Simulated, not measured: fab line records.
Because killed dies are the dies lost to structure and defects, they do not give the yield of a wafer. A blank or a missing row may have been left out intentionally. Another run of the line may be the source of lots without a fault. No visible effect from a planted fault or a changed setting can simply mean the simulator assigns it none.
Struck lot and sound lot, side by side -- flow nand-harc -- 15 out of 1302 route steps
Sound: the wafers L929.3, L929.4, L929.6. Wafers struck: L926.4, L926.5, L926.6. The cause is named last.
Order at every step that has rows: each side's tool, ch and its chambers, its first start. Under that, the readings that differ: sound wafers -- struck wafers -- difference of the means -- sigmas: that difference in standard deviations of wafers without a fault.
alike: readings with means less than 2 such deviations apart, plus words and numbers identical on both sides. not compared: withheld readings, readings lacking a value on some wafer, bounds such as >300 that could conceal the same value, and numbers that have no deviation in the record and whose values overlap.
A row with sigmas, a row that says differs or no value, or rows on one side alone: a step with any of these is where the two part. Numbers that have no deviation but don't overlap get no sigmas and don't part them. Lack of a reading on every wafer of one side parts them only where that side has two or more wafers.

NHARC_A_CHANNEL_HOLE_D2_ETCH_26: etches the open film in C4F8/O2/Ar, time 224.1 s, target depth 300 nm.
  sound on har-etch-02 ch 0,1, day 18 05:09; struck on har-etch-02 ch 0,1, day 17 17:47
  alike: c4f8-flow-sccm, chamber-pressure-mTorr, drypump-motor-current-A, showerhead-plenum-p-Torr, throttle-valve-pct
  not compared: rf-hours-counter-h
NHARC_A_CHANNEL_HOLE_D2_ETCH_27: etches the open film in C4F8/O2/Ar, time 90 s, target depth 400 nm.
  sound on har-etch-02 ch 0,1, day 18 05:21; struck on har-etch-02 ch 0,1, day 17 17:59
  alike: c4f8-flow-sccm, chamber-pressure-mTorr, drypump-motor-current-A, showerhead-plenum-p-Torr, throttle-valve-pct
  not compared: rf-hours-counter-h
then, 3 steps without rows for these wafers: NHARC_A_CHANNEL_HOLE_D2_STRIP_41 (strips in N2/H2); NHARC_A_CHANNEL_HOLE_D2_STRIP_42 (strips in CF4/CHF3); NHARC_A_CHANNEL_HOLE_D2_STRIP_43 (strips in O2/COS).
NHARC_A_CHANNEL_HOLE_D2_ETCH_44: etches the open film in CF4/O2, target depth 140 nm, overetch 14 nm, time 77 s.
  sound on rie-diel-08 ch 2,3, day 18 06:02; struck on rie-diel-08 ch 1,2,3, day 17 18:41
  alike: chamber-pressure-mTorr, drypump-motor-current-A, oes-product-au, rf-vpp-V, showerhead-plenum-p-Torr, throttle-valve-pct
  not compared: rf-hours-counter-h
NHARC_A_CHANNEL_HOLE_D2_STRIP_28: strips in O2.
  sound: rie-diel-08 ch 1,2,3; struck: rie-diel-08 ch 0,1,3
  alike: chamber-pressure-mTorr, drypump-motor-current-A, oes-product-au, rf-vpp-V, showerhead-plenum-p-Torr, throttle-valve-pct
  not compared: rf-hours-counter-h
then, 2 steps without rows for these wafers: NHARC_A_CHANNEL_HOLE_D2_PRECLEAN_29 (cleans in SC1); NHARC_A_CHANNEL_HOLE_D2_SRD_30.
NHARC_A_CHANNEL_HOLE_D2_CD_MEAS_31:
  sound on cd-sem-01 at day 18 06:50; struck on cd-sem-01 at day 17 19:29
  alike: cd-nm
NHARC_A_CHANNEL_HOLE_D2_XSEM_32:
  sound on xsem-01 ch 0, day 18 06:55; struck on xsem-02 ch 0, day 17 19:34
  alike: bot-cd-nm, bow-nm, tilt-deg
NHARC_A_CHANNEL_HOLE_D2_INSPECT_40:
  sound on defect-inspect-02 at day 18 07:01; struck on defect-inspect-02 at day 17 19:40
  alike: raw-defect-count
NHARC_A_CHANNEL_FILL_D2_PRECLEAN_00: cleans in SC1.
  sound on wet-bench-07 ch 5,6,7, day 18 07:04; struck on wet-bench-07 ch 0,1,5, day 17 19:43
  no value came back on the struck wafers for bath-age-min, bath-guard-temp-C (C); on the sound wafers bath-age-min reads 0 0 0
then, 2 steps without rows for these wafers: NHARC_A_CHANNEL_FILL_D2_SRD_01; NHARC_END_SORT_01.

== WHERE THEY PART ==
NHARC_A_CHANNEL_FILL_D2_PRECLEAN_00 only, going by this record.

WHY: whatever the simulator had introduced
Whole step skipped at NHARC_A_CHANNEL_FILL_D2_PRECLEAN_00 on wet-bench-07, starting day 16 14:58. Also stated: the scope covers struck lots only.
